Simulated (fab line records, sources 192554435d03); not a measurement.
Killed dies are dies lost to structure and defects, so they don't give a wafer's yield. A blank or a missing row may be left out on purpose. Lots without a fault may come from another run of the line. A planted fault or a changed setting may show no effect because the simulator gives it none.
Problem report in the 8D (eight disciplines) form, filled by code | flow n5_finfet | the parts of the form that need people (team, actions taken, sign-off) are left out

1. THE PROBLEM
killed_at_M4_up at N5_PASSIVATION_PROBE_49 reads a mean of 93 on 3 wafers of 2 lots; wafers without a fault read 13 with a standard deviation of 4.7. That is +17 standard deviations from the usual mean.
First seen on wafer L636.3, day 13 02:35, on prober-02. The record holds 21 wafers of 7 lots with a number at this step. Rule for "out", or "out of limits": more than 4 standard deviations from the usual mean. The other wafers with a number count as sound.

2. WHAT IT IS AND WHAT IT IS NOT
question                    | is                     | is not
which readings at this step | killed_at_M4_up        | killed_at_M0_to_M3, killed_at_contacts, killed_at_front_end, killed_at_other, killed_open, killed_short, sort_bin_6_memory, sort_bin_8_speed
which lots                  | L636, L639             | L630, L644, L646, L651, L652
which wafers of those lots  | L636.3, L636.5, L639.4 | L636.2, L639.1, L639.2
read on which tools         | prober-02              | prober-01
when                        | from day 13 02:35      | up to then (4 sound wafers); but 14 sound wafers of L639, L644, L646, L651, L652 came after

3. SUSPECTS, AND WHAT RULES EACH OUT
Counting: a tool at a process step up to the reading stays a suspect if it ran every lot that is out. Sound lots after the first of them don't rule it out here, since some wafers of a struck lot are sound.
- rie_diel-01 at N5_BEOL_M5_TRENCH_ETCH_37 (etches SiCOH lowk in C4F6/O2, target depth 71.652 nm, time 24.7 s): kept. It ran every lot that is out, first L636 (day 9 19:05); its last sound lot up to then is L630 (day 8 11:43).
- pvd_sputter-02 at N5_PASSIVATION_AL_DEP_21 (deposits Al, target thk 2800 nm, time 170 s): kept. It ran every lot that is out, first L636 (day 12 20:27).
- rie_diel-02 at N5_PASSIVATION_STRIP_48 (strips in O2): kept. It ran every lot that is out, first L636 (day 12 23:35); its last sound lot up to then is L630 (day 11 16:04).
- prober-02 at N5_PASSIVATION_PROBE_49: kept. It ran every lot that is out, first L636 (day 13 02:32). Its own readings are out on those wafers: killed_at_M4_up.
- Within rie_diel-01 at N5_BEOL_M5_TRENCH_ETCH_37: the wafers that are out ran in chamber 2; their sound lot-mates ran in chambers 0, 3.
Left after counting: rie_diel-01 at N5_BEOL_M5_TRENCH_ETCH_37, pvd_sputter-02 at N5_PASSIVATION_AL_DEP_21, rie_diel-02 at N5_PASSIVATION_STRIP_48, prober-02 at N5_PASSIVATION_PROBE_49.

4. THE CAUSE (what the simulator had put in)
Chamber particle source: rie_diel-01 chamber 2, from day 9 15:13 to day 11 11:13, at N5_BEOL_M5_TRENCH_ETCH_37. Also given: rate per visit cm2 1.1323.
Counting left 4 suspects, and this tool is among them.

5. THE CHAIN OF EFFECTS, in route order
Each row: a reading whose mean over the struck wafers that have a number lies more than 3 standard deviations from the usual. Only readings for which the record gives a usual standard deviation are gone through. hours: the time from each lot's start at the first step in this table that gives one to its start at this step, as a median over the lots. sigmas: the change in usual standard deviations.
hours | step                    | reading              | usual  | on struck wafers | change | sigmas
0     | N5_PASSIVATION_PROBE_49 | defect_limited_yield | 91.0 % | 85.8             | -5.2   | -3.4
0     | N5_PASSIVATION_PROBE_49 | killed_at_M4_up      | 13     | 93               | +80    | +17
0     | N5_PASSIVATION_PROBE_49 | killed_dies          | 106    | 167              | +61    | +3.4
0     | N5_PASSIVATION_PROBE_49 | killed_on_rim        | 14     | 29               | +15    | +3.6
0     | N5_PASSIVATION_PROBE_49 | sort_bin_5_function  | 5.3 %  | 8.3              | +3.0   | +3.1
0     | N5_PASSIVATION_PROBE_49 | sort_n_pass          | 1074   | 1013             | -61    | -3.4
0     | N5_PASSIVATION_PROBE_49 | sort_yield_pct       | 91.0 % | 85.8             | -5.2   | -3.4
The process steps in it:
- N5_PASSIVATION_PROBE_49

6. WHAT WOULD HAVE CAUGHT IT SOONER
In this record the first reading out of limits was taken at day 13 02:35, 83 hours after the fault began at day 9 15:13.
Of the tool readings at N5_BEOL_M5_TRENCH_ETCH_37 for which the record gives a usual standard deviation, none was out on any struck wafer, so an alarm limit of 4 standard deviations on them would not have fired.
All the lots that are out (2) had begun N5_BEOL_M5_TRENCH_ETCH_37 on rie_diel-01 by day 13 02:35. A hold on the tool at that time would have spared none of them.
